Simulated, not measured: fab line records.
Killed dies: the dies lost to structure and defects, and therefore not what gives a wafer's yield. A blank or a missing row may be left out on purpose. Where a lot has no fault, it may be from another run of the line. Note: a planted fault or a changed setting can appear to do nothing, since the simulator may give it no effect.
Matching of chambers    flow nand_harc    rie_diel-06 running NHARC_A_M1_STRIP_18: 4 sister chambers
The step strips in N2/H2. 16 wafers are shown with their chamber, then 8 later ones without.

EACH WAFER AND ITS CHAMBER
wafer   chamber  showerhead_plenum_p_Torr (Torr)  drypump_motor_current_A (A)  rf_vpp_V (V)
L082.3  0        2.17                             5.8                          91.0
L082.5  1        2.09                             6.4                          92.1
L082.6  2        1.95                             5.3                          90.6
L085.2  1        2.09                             6.4                          91.3
L085.3  0        2.17                             5.8                          91.2
L085.4  2        1.95                             5.3                          90.2
L084.4  1        2.09                             6.4                          90.7
L084.5  3        2.14                             5.4                          91.4
L084.6  2        1.95                             5.3                          88.7
L088.2  1        2.09                             6.4                          91.5
L088.3  3        2.14                             5.4                          89.0
L088.4  2        1.94                             5.3                          89.9
L089.3  1        2.09                             6.3                          91.9
L089.4  2        1.94                             5.3                          89.8
L089.5  2        1.94                             5.3                          91.2
L091.1  2        1.94                             5.3                          90.7

SIGNATURES (means of the wafers above)
reading                   chamber 0  chamber 1  chamber 2  chamber 3  scatter within a chamber
showerhead_plenum_p_Torr  2.1700     2.0900     1.9443     2.1400     0.00378
drypump_motor_current_A   5.800      6.380      5.300      5.400      0.0258
rf_vpp_V                  91.100     91.500     90.157     90.200     0.816
Rule: for each reading, subtract the chamber's mean from the wafer's reading, divide by that reading's scatter and square the result; add these up over the readings and take the root, which gives the wafer's distance from the chamber. If the next closest chamber is less than 2 further off than the closest, the wafer can't be placed; otherwise it belongs to the closest. The scatter is the square root of a quotient: the sum, over the shown wafers, of each reading's squared deviation from its chamber's mean, divided by wafers minus chambers.

WAFERS WHOSE CHAMBER IS MISSING
wafer   showerhead_plenum_p_Torr (Torr)  drypump_motor_current_A (A)  rf_vpp_V (V)
L091.3  2.17                             5.8                          92.8
L091.4  2.09                             6.4                          92.4
L093.1  1.94                             5.3                          90.0
L093.4  2.14                             5.4                          91.1
L093.6  2.17                             5.8                          91.2
L092.1  2.09                             6.4                          91.8
L092.2  1.94                             5.3                          90.3
L092.5  2.17                             5.8                          91.0

WHICH CHAMBER EACH WENT THROUGH
wafer   from the rows above  in truth
L091.3  0                    0
L091.4  1                    1
L093.1  2                    2
L093.4  3                    3
L093.6  0                    0
L092.1  1                    1
L092.2  2                    2
L092.5  0                    0
8 of 8 placed correctly. Left unplaced by these rows: 0. 0 placed wrongly.
